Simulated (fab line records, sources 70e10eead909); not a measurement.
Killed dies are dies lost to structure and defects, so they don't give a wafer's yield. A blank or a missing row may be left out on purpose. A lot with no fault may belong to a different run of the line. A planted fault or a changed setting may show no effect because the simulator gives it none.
A lot that was struck, set against a sound lot -- flow nand-harc -- 18 out of 1302 route steps
Sound: the wafers L725.2, L725.3, L725.6. Wafers L736.1, L736.2, L736.5 were the ones struck. The cause is named last.
Each step with rows lists, per side, the tool, then ch with its chambers, then its first start. Under that, the readings that differ: sound wafers -- struck wafers -- difference of the means -- sigmas: that difference in standard deviations of wafers without a fault.
alike: a reading whose means differ by less than 2 such deviations, as well as words and numbers matching on both sides. not compared: withheld readings; readings where some wafer has no value; bounds like >300 that might hide an equal value; numbers whose values overlap and for which the record gives no deviation.
Wherever a step has rows on one side only, a row that says differs or no value, or a row with sigmas, the two part there. Numbers that have no deviation but don't overlap get no sigmas and don't part them. A reading that every wafer of one side lacks parts them only if that side has two wafers or more.

NHARC_P_GATE_CD_MEAS_59 targets a cd of 720 nm.
  sound on cd-sem-02 ch 0, day 6 23:39; struck on cd-sem-03 ch 0, day 12 02:27
reading,sound,struck,difference,sigmas
cd-nm (nm),722.4 721.1 721.3,716.9 717.3 718.2,-4.1,-3
then, 1 step without rows for these wafers: NHARC_P_GATE_HARDBAKE_60 (time 80 s).
NHARC_P_GATE_DESCUM_61: chemistry O2, time 3 s.
  sound on rie-diel-07 ch 0,1,3, day 6 23:49; struck on rie-diel-07 ch 1,2, day 12 02:37
  alike: drypump-motor-current-A, oes-product-au, rf-vpp-V, showerhead-plenum-p-Torr, throttle-valve-pct
  not compared: rf-hours-counter-h
next, for these wafers, 1 step has no rows: NHARC_P_GATE_IMPLANT_62.
NHARC_P_GATE_STRIP_112: strips in N2/H2, time 200 s.
  sound on plasma-asher-02 ch 0,1, day 7 00:15; struck on plasma-asher-01 ch 0,1, day 12 02:59
  alike: drypump-motor-current-A, heater-power-w
  not compared: rf-hours-counter-h
NHARC_P_GATE_STRIP_76: strips in O2.
  sound on plasma-asher-02 ch 0,1, day 7 00:29; struck on plasma-asher-01 ch 0,1, day 12 03:14
  alike: drypump-motor-current-A, heater-power-w
  not compared: rf-hours-counter-h
then, 6 steps without rows for these wafers: NHARC_P_GATE_STRIP_63 (strips in SPM, time 900 s); NHARC_P_GATE_DEHYDRATE_83 (time 120 s); NHARC_P_GATE_HMDS_84 (time 30 s); NHARC_P_GATE_COAT_85; NHARC_P_GATE_SOFTBAKE_86 (time 95 s); NHARC_P_GATE_EBR_87.
NHARC_P_GATE_EXPOSE_88: exposes mask P HVN, target cd 2000 nm.
  sound on krf-scanner-01 ch 0, day 7 01:14; struck on krf-scanner-01 ch 0, day 12 04:00
reading,sound,struck,difference,sigmas
mask,P_HVN#0 P_HVN#0 P_HVN#0,P_HVN_R1#0 P_HVN_R1#0 P_HVN_R1#0,differs,
then, 2 steps without rows for these wafers: NHARC_P_GATE_PEB_89 (peb time 85 s); NHARC_P_GATE_DEVELOP_90 (time 70 s).
NHARC_P_GATE_CD_MEAS_91 targets a cd of 2000 nm.
  sound on cd-sem-03 ch 0, day 7 01:23; struck on cd-sem-01 ch 0
reading,sound,struck,difference,sigmas
cd-nm (nm),2002.8 2001.0 2000.5,2017.9 2019.0 2019.0,+17.2,+12
  not compared: hold
NHARC_P_GATE_DESCUM_93: chemistry O2, time 3 s.
  sound on rie-diel-07 ch 1,3, day 7 01:33; struck on rie-diel-07 ch 1,3, day 12 09:42
reading,sound,struck,difference,sigmas
model.P_GATE.cd-nm (nm),2003 2001 2000,2018 2019 2019,+17,
  alike: drypump-motor-current-A, oes-product-au, rf-vpp-V, showerhead-plenum-p-Torr, throttle-valve-pct
  not compared: rf-hours-counter-h
next, for these wafers, 1 step has no rows: NHARC_P_GATE_IMPLANT_94.

== WHERE THEY PART ==
First at NHARC_P_GATE_CD_MEAS_59; last, within this record, at NHARC_P_GATE_CD_MEAS_91. Later steps at which nothing parts them and some readings are alike: NHARC_P_GATE_DESCUM_93.

WHY: whatever the simulator had introduced
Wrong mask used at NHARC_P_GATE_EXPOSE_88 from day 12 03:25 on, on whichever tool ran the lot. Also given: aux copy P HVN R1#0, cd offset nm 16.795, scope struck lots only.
